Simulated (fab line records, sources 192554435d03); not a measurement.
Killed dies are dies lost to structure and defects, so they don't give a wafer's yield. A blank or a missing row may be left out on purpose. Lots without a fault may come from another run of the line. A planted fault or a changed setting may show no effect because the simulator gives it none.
Which tool did it? | flow n5_finfet | 11 lots, 33 wafers sampled, at 2 steps of a route of 1938

WHAT THE GAUGES READ, wafer by wafer
N5_BEOL_M14_INSPECT_12: inspects for defects (macro).
lot  | measured     | on                | raw_defect_count
L420 | day 11 10:27 | defect_inspect-01 | 1 4 1
L422 | day 11 13:42 | defect_inspect-01 | 1 3 2
L421 | day 11 19:47 | defect_inspect-02 | 2 1 1
L427 | day 13 06:08 | defect_inspect-01 | 7 4 1
L426 | day 13 14:10 | defect_inspect-01 | 1 3 3
L428 | day 13 14:36 | defect_inspect-01 | 2 2 3
L425 | day 13 15:26 | defect_inspect-01 | 2 3 3
L432 | day 15 01:01 | defect_inspect-01 | 3 1 3
L439 | day 16 06:31 | defect_inspect-01 | 3 2 0
L438 | day 16 09:11 | defect_inspect-01 | 1 6 6
L440 | day 17 11:22 | defect_inspect-01 | 0 2 0

WHICH TOOL RAN EACH LOT (tool, then ch and the chambers of the sampled wafers, then the start)
lot  | N5_BEOL_M13_ANNEAL_48
L420 | rtp_anneal-02 ch 0, day 11 08:58
L422 | rtp_anneal-01 ch 0, day 11 12:20
L421 | rtp_anneal-01 ch 0, day 11 18:22
L427 | rtp_anneal-01 ch 0, day 13 04:49
L426 | rtp_anneal-02 ch 0, day 13 12:42
L428 | rtp_anneal-02 ch 0, day 13 13:17
L425 | rtp_anneal-01 ch 0, day 13 14:05
L432 | rtp_anneal-01 ch 0, day 14 23:43
L439 | rtp_anneal-02 ch 0, day 16 05:16
L438 | rtp_anneal-02 ch 0, day 16 07:47
L440 | rtp_anneal-01 ch 0, day 17 10:05
- N5_BEOL_M13_ANNEAL_48: time 90 s.

THE ANSWER, worked out from the rows above alone
Rule: what is usual is taken from the lots themselves. Put in order of their means at a reading, lots are off if they are a third of the lots or fewer, leave a main group of 4 or more, and stand apart from it by a gap of 3 or more times the standard deviation of the main group's means; of several such gaps the widest counts. A main group whose means are all the same, to the digits that the tables above print for the reading, isn't used. A lot without any number at a reading at which 4 lots or more have one is off too. The other lots that the step has rows for count as sound.
No lot is off at any reading shown: from this, nothing can be told.

WHAT THE SIMULATOR HAD PUT IN
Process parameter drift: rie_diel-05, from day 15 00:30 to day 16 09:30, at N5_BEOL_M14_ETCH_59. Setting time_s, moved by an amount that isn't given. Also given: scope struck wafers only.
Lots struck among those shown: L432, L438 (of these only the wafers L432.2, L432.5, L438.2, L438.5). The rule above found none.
